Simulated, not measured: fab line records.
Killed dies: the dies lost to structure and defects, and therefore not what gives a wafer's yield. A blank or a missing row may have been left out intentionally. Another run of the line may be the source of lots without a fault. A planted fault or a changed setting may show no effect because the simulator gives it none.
Matching of chambers    flow n5 finfet    4 sister chambers for N5_SD_EPI_P_SD_RECESS_17 on rie si-03
The step chemistry HBr/Cl2/O2, target depth 39.1 nm, bt time 3 s. 4 wafers are shown with their chamber, then 7 later ones without.

## WAFERS, EACH WITH ITS CHAMBER
wafer   chamber  throttle valve pct (%)
L086.1  1        37.29
L086.3  2        37.24
L088.1  3        36.80
L088.3  0        36.51

## WAFERS WHOSE CHAMBER IS MISSING
wafer   throttle valve pct (%)
L088.4  37.24
L094.3  37.25
L094.5  37.25
L094.6  37.30
L095.1  36.80
L095.3  37.23
L095.6  37.24

## EACH ONE'S CHAMBER
wafer   from the rows above  in truth
L088.4  2                    2
L094.3  2                    2
L094.5  2                    2
L094.6  1                    1
L095.1  3                    3
L095.3  2                    2
L095.6  2                    2
Placed correctly: 7 of 7. Not placeable from these rows: 0. 0 placed wrongly.
How it was worked out, from the rows above alone: a wafer's distance from a chamber is the root of the sum, over the readings, of the square of ((its reading less the chamber's mean) divided by the reading's scatter). If the next closest chamber is less than 2 further off than the closest, the wafer can't be placed; otherwise it belongs to the closest. For every chamber, the mean is computed from those of its wafers that are shown. The scatter (one wafer shown for each chamber): square how far every hidden wafer sits from the nearest shown wafer, average those squares and take the square root.
